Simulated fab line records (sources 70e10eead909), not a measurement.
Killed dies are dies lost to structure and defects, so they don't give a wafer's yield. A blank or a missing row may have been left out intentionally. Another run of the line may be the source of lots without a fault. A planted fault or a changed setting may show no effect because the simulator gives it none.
fab line records	flow nandHarc
record lots=12	wafers=36	lastDay=35
route steps=1302 shown A_CHANNEL_HOLE_D1@471 A_CHANNEL_FILL_D1@496
lots that met no fault: from a run of the same line without faults
startH: hours from the record's opening day to when the first of the lot's shown wafers began	waitH: hours elapsed since this lot's preceding step	" unchanged from the row above	L1.1+2: several wafers, shown together as one row	- no value, or no start was given	* or withheld: withheld	< > ~ a bound
route shown NAME@n: names a module that has steps shown in the file, with the first one's number in the route	usual: average and standard deviation across the fault-free wafers	same: alike in all rows	chamber/n: place in a boat	sites: each site's reading	_std_site: their standard deviation	_edge_site: mean of outer sites minus mean of inner sites	radiusMm: for every site, how far away it sits from the centre of the wafer	mask NAME#n: copy n	behind: the last tool/chamber to shape the wafer	hold: why the lot was held/for how many hours/how that ended	device: the transistor (n, p or np) that didn't switch	end of line: tests run on the same wafers once the route is complete	a step given without rows: its recipe and nothing more	killed: at the first sort, the dies lost to defects and structure; wafer yield is something else	map: a wafer's dies, marking killed ones x, the rest . and places with no die _
set.NAME: setting as actually run; set.NAME@STEP: the setting as run at that earlier step	model.NAME: the simulator's own value behind a step, which no gauge read
one table for each step of the route and one row for each wafer, over a sample of lots
services: a tool's chamber out of use, with start hour (startH, from the record's first day; less than 0 if before it), hours out, and reason
## steps
# step NHARC_A_CHANNEL_HOLE_D1_ETCH_19
# recipe biasV=1200	sourceW=2500	pressureMtorr=15	timeS=34.5	arFlowSccm=375	c4f8FlowSccm=28.8	o2FlowSccm=96.2	tempC=-20	targetDepthA=*	chemistry=C4F8/O2/Ar
# usual drypumpMotorCurrentA=5.92/0.15	showerheadPlenumPTorr=3.65/0.14	throttleValvePct=37.038/0.0097
lot.wafer	tool	chamber	startH	waitH	drypumpMotorCurrentA	rfHoursCounterH	showerheadPlenumPTorr	throttleValvePct
L721.1	harEtch-02	0	185.93	0.1	5.83	299	3.45	37.032
L721.4	"	1	"	"	5.67	-	3.73	37.035
L721.5	"	1	"	"	5.67	-	3.73	37.040
L722.1	harEtch-02	1	211.09	0.4	5.68	311	3.72	37.019
L722.3	"	0	"	"	5.84	-	3.45	37.052
L722.4	"	1	"	"	5.64	-	3.72	37.040
L723.3	harEtch-01	1	213.24	0.5	6.06	-	3.58	37.024
L723.4	"	0	"	"	5.98	-	3.77	37.031
L723.6	"	1	"	"	6.04	-	3.58	37.045
L724.1	harEtch-01	1	223.96	0.1	6.06	103	3.57	37.033
L724.4	"	0	"	"	6.01	-	3.77	37.036
L724.6	"	0	"	"	5.99	-	3.77	37.042
L727.2	harEtch-01	1	258.95	0.1	6.05	126	3.56	37.036
L727.6	"	0	"	"	6.01	-	3.76	37.035
L727.5	"	1	"	"	6.04	-	3.56	37.049
L729.2	harEtch-02	1	270.50	0.1	5.62	346	3.70	37.040
L729.4	"	0	"	"	5.87	-	3.43	37.048
L729.3	"	1	"	"	5.64	-	3.70	37.032
L732.3	harEtch-01	0	300.86	5.3	6.01	-	3.74	37.031
L732.4	"	1	"	"	6.07	-	3.55	37.025
L732.5	"	0	"	"	6.04	-	3.74	37.046
L736.1	harEtch-02	1	344.92	0.1	5.63	395	3.67	37.049
L736.6	"	0	"	"	5.85	-	3.97	37.049
L736.5	"	1	"	"	5.66	-	3.67	37.045
L738.1	harEtch-01	0	355.38	0.1	6.01	184	3.72	37.041
L738.3	"	1	"	"	6.06	-	3.53	37.039
L738.6	"	1	"	"	6.05	-	3.53	37.037
L740.4	harEtch-01	0	376.78	0.1	5.92	-	3.72	37.039
L740.6	"	0	"	"	5.95	-	3.72	37.032
L740.5	"	1	"	"	6.06	-	3.52	37.039
L742.1	harEtch-02	0	401.70	0.4	5.90	7	3.96	37.055
L742.2	"	1	"	"	5.61	7	3.66	37.034
L742.3	"	1	"	"	5.60	-	3.66	37.045
L743.2	harEtch-01	1	421.53	2.1	6.03	229	3.50	37.028
L743.3	"	0	"	"	6.00	-	3.70	37.057
L743.5	"	0	"	"	6.00	-	3.70	37.046
# step NHARC_A_CHANNEL_FILL_D1_ALD_16
# recipe targetThkA=15	pulseTimeS=10	aldCycles=15	tempC=300	material=SiO2
# usual aldCycles=15/0	heaterPowerW=469/38	precursorPulseHeightRel=0.999/0.02
lot.wafer	tool	chamber	startH	waitH	aldCycles	heaterPowerW	precursorPulseHeightRel
L721.1	aldHk-04	3	204.03	0.1	15	463	0.965
L721.4	"	1	"	"	15	390	0.991
L721.5	"	3	"	"	15	467	1.022
L723.3	aldHk-02	0	229.16	0.0	15	498	0.998
L723.4	"	3	"	"	15	435	0.984
L723.6	"	0	"	"	15	495	1.004
L722.1	aldHk-03	0	229.16	0.0	15	439	1.012
L722.3	"	2	"	"	15	494	1.016
L722.4	"	3	"	"	15	416	1.020
L724.1	aldHk-03	3	242.03	0.1	15	419	1.020
L724.4	"	1	"	"	15	502	1.008
L724.6	"	3	"	"	15	423	0.974
L727.2	aldHk-03	1	276.59	0.0	15	492	0.989
L727.5	"	1	"	"	15	497	0.984
L727.6	"	2	"	"	15	500	1.011
L729.2	aldHk-04	1	288.81	0.0	15	409	0.997
L729.4	"	2	"	"	15	430	0.996
L729.3	"	3	"	"	15	462	1.007
L732.4	aldHk-04	0	319.33	0.1	17	513	1.029
L732.3	"	1	"	"	15	402	0.987
L732.5	"	3	"	"	15	455	1.013
L736.1	aldHk-04	1	363.13	0.1	15	412	1.007
L736.5	"	3	"	"	15	457	0.998
L736.6	"	0	"	"	17	502	1.019
L738.1	aldHk-02	1	373.71	0.3	15	477	1.044
L738.3	"	0	"	"	15	495	1.014
L738.6	"	1	"	"	15	456	0.974
L740.4	aldHk-02	0	395.39	0.1	15	494	1.009
L740.6	"	3	"	"	15	444	1.055
L740.5	"	0	"	"	15	501	0.998
L742.2	aldHk-02	3	419.76	0.0	15	452	0.997
L742.1	"	0	"	"	15	503	1.006
L742.3	"	2	"	"	15	527	1.005
L743.2	aldHk-03	0	439.74	0.2	15	426	0.954
L743.3	"	1	"	"	15	521	1.001
L743.5	"	0	"	"	15	442	0.959
# step NHARC_A_CHANNEL_FILL_D1_ETCHBACK_20
# recipe targetDepthA=270	timeS=13.5	c4f8FlowSccm=withheld	o2FlowSccm=8	arFlowSccm=withheld	rfW=600	biasW=1500	chemistry=C4F8/O2/Ar
# usual oesProductAu=0.97/0.035	rfVppV=978/7.7
lot.wafer	tool	chamber	startH	waitH	oesProductAu	rfHoursCounterH	rfVppV
L721.1	rieDiel-08	3	213.09	-	0.98	1.5	986
L721.4	"	0	"	"	0.99	1.6	969
L721.5	"	3	"	"	0.99	-	987
L722.1	rieDiel-09	2	241.90	-	0.93	4.5	985
L722.3	"	3	"	"	0.93	4.6	989
L722.4	"	0	"	"	0.92	4.4	969
L723.3	rieDiel-05	0	241.90	-	1.00	0.9	987
L723.4	"	3	"	"	1.00	0.9	970
L723.6	"	0	"	"	1.00	-	987
L724.1	rieDiel-09	1	254.02	-	0.93	5.0	972
L724.6	"	1	"	"	0.93	-	970
L724.4	"	2	"	"	0.93	-	984
L727.2	rieDiel-08	3	288.59	-	1.00	5.3	986
L727.5	"	0	"	"	1.00	-	969
L727.6	"	1	"	"	0.99	-	979
L729.3	rieDiel-08	3	300.76	-	0.91	6.2	986
L729.4	"	0	"	"	0.93	5.8	971
L729.2	"	1	"	"	0.92	6.2	979
L732.4	rieDiel-09	1	332.02	-	1.00	0.1	972
L732.3	"	2	"	"	0.99	0.1	985
L732.5	"	2	"	"	0.99	-	985
L736.1	rieDiel-05	1	375.54	-	0.92	8.8	982
L736.5	"	3	"	"	0.92	-	970
L736.6	"	0	"	"	0.92	-	987
L738.3	rieDiel-05	1	385.74	-	0.92	9.3	981
L738.1	"	2	"	"	0.93	8.5	968
L738.6	"	0	"	"	0.93	-	987
L740.4	rieDiel-08	1	409.45	-	0.99	2.0	980
L740.5	"	3	"	"	1.01	-	987
L740.6	"	0	"	"	0.99	-	971
L742.3	rieDiel-09	0	431.67	-	0.95	4.2	969
L742.2	"	1	"	"	0.96	4.7	971
L742.1	"	2	"	"	0.95	4.8	984
L743.2	rieDiel-05	3	451.74	-	1.00	1.4	968
L743.3	"	0	"	"	0.99	2.2	986
L743.5	"	0	"	"	1.00	-	987
# step NHARC_A_CHANNEL_FILL_D1_ALD_25
# recipe targetThkA=600	pulseTimeS=10	aldCycles=600	tempC=300	material=SiOx
# usual aldCycles=600/0	heaterPowerW=471/38	precursorPulseHeightRel=1.000/0.022
lot.wafer	tool	chamber	startH	waitH	aldCycles	heaterPowerW	precursorPulseHeightRel
L721.4	aldHk-02	1	224.83	0.0	600	451	0.994
L721.1	"	3	226.06	1.3	600	428	1.009
L721.5	"	1	227.30	2.5	600	449	1.000
L722.1	aldHk-03	3	253.75	0.1	600	424	1.023
L722.3	"	0	"	"	600	433	1.001
L722.4	"	2	255.63	1.9	600	502	1.022
L723.3	aldHk-02	3	254.36	0.7	600	445	1.004
L723.4	"	1	255.58	1.9	600	449	1.006
L723.6	"	3	256.80	3.1	600	438	0.988
L724.1	aldHk-02	2	267.13	1.3	600	523	0.969
L724.4	"	3	"	"	600	448	1.012
L724.6	"	1	268.99	3.2	600	461	1.002
L727.2	aldHk-02	0	302.14	1.9	600	501	1.008
L727.6	"	1	"	"	600	453	1.012
L727.5	"	2	"	"	600	534	1.001
L729.3	aldHk-03	2	313.19	0.7	600	508	1.024
L729.2	"	3	"	"	600	409	0.979
L729.4	"	0	"	"	600	447	0.991
L732.3	aldHk-04	1	346.41	1.3	600	403	0.985
L732.4	"	2	"	"	600	434	0.987
L732.5	"	3	"	"	600	465	0.983
L736.1	aldHk-04	3	387.34	0.1	600	465	1.012
L736.5	"	3	389.83	2.6	600	461	1.014
L736.6	"	0	"	"	600	509	0.997
L738.1	aldHk-04	0	397.66	0.1	600	515	1.021
L738.3	"	1	"	"	600	406	0.976
L738.6	"	1	400.72	3.1	600	413	0.973
L740.4	aldHk-04	0	422.97	1.9	600	524	1.060
L740.6	"	1	"	"	600	407	1.025
L740.5	"	2	"	"	600	433	1.029
L742.2	aldHk-03	0	443.59	0.1	600	414	0.998
L742.1	"	1	"	"	600	519	1.005
L742.3	"	2	"	"	600	522	1.021
L743.3	aldHk-02	3	464.90	1.3	600	446	0.998
L743.2	"	0	"	"	600	496	1.029
L743.5	"	1	"	"	600	456	0.956
## services
tool	chamber	startH	hours	kind
aldHk-03	-	164.01	3.1	repair
aldHk-02	-	171.63	10.0	pm
aldHk-02	0	171.63	10.0	ventCycle
aldHk-02	1	171.63	10.0	ventCycle
aldHk-02	2	171.63	10.0	ventCycle
aldHk-02	3	171.63	10.0	ventCycle
rieDiel-05	0	172.99	4.4	repair
rieDiel-08	-	190.80	9.0	pm
aldHk-03	-	213.20	10.0	pm
rieDiel-05	-	229.60	9.0	pm
rieDiel-09	3	245.78	16.1	repair
aldHk-04	-	255.82	10.0	pm
rieDiel-09	-	320.19	9.0	pm
aldHk-04	-	332.75	0.2	repair
aldHk-02	-	349.63	10.0	pm
rieDiel-08	-	367.80	9.0	pm
rieDiel-05	0	376.79	3.4	repair
harEtch-02	-	377.00	17.0	pm
aldHk-03	-	391.20	10.0	pm
rieDiel-09	2	391.92	10.0	repair
rieDiel-09	-	398.64	0.2	repair
rieDiel-05	-	406.60	9.0	pm
aldHk-04	-	433.82	10.0	pm
aldHk-04	-	451.27	38.6	repair
## key
firstSign step=NHARC_A_CHANNEL_FILL_D1_ALD_16	reading=aldCycles	direction=up	sigmas=99+	usual=15	struck=17
effect none on later readings
metAt NHARC_A_CHANNEL_FILL_D1_ALD_16
struckLots L732,L736
struckWafers L732.4,L736.6
testerLeftOut L732,L736
notActingAt NHARC_A_CHANNEL_HOLE_D1_ETCH_19,NHARC_A_CHANNEL_FILL_D1_ETCHBACK_20,NHARC_A_CHANNEL_FILL_D1_ALD_25
fault kind=processParameterDrift	tool=aldHk-04	chamber=0	onsetH=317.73	steps=NHARC_A_CHANNEL_FILL_D1_ALD_16	channel=aldCycles	offset=2	shape=step	endH=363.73	actsIn=theseRecipesOnly	stated=15
# testerLeftOut: of these lots the tester's yield and bins aren't shown, on N5 and GAA mostly nor the transistor test; their killed dies are dies lost to structure and defects alone, not to doping, threshold or leakage, so they don't give the yield
